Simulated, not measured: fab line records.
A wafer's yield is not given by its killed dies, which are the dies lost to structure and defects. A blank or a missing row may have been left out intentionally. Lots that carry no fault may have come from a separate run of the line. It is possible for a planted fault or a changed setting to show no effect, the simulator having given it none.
Chamber matching ; flow n5-finfet ; rie-diel-04 running N5_MOL_CONTACT_COAG_DESCUM_13: 4 sister chambers
The step chemistry O2, time 7 s. 8 wafers are shown with their chamber, then 8 later ones without.

## WAFERS, EACH WITH ITS CHAMBER
wafer;chamber;drypump-motor-current-A (A);oes-product-au (a.u.)
L672.2;0;5.7;0.68
L673.5;1;6.3;0.91
L678.1;3;6.5;0.71
L678.2;0;5.8;0.68
L680.2;3;6.6;0.72
L680.3;2;4.9;0.75
L680.5;1;6.3;0.91
L681.3;2;4.9;0.75

## WAFERS WITHOUT THEIR CHAMBER
wafer;drypump-motor-current-A (A);oes-product-au (a.u.)
L681.5;4.9;0.75
L681.6;6.3;0.89
L682.2;5.7;0.68
L682.4;6.4;0.88
L682.6;6.6;0.72
L686.1;6.5;0.70
L686.5;4.9;0.74
L686.6;6.3;0.88

## THE CHAMBER EACH PASSED THROUGH
wafer;from the rows above;in truth
L681.5;2;2
L681.6;1;1
L682.2;0;0
L682.4;1;1
L682.6;3;3
L686.1;3;3
L686.5;2;2
L686.6;1;1
8 of 8 placed correctly. Left unplaced by these rows: 0. Placed wrongly: 0.
How it was worked out, from the rows above alone: a wafer's distance from a chamber is the root of the sum, over the readings, of the square of ((its reading less the chamber's mean) divided by the reading's scatter). If the next closest chamber is less than 2 further off than the closest, the wafer can't be placed; otherwise it belongs to the closest. For every chamber, the mean is computed from those of its wafers that are shown. The scatter is the square root of a quotient: the sum, over the shown wafers, of each reading's squared deviation from its chamber's mean, divided by wafers minus chambers.
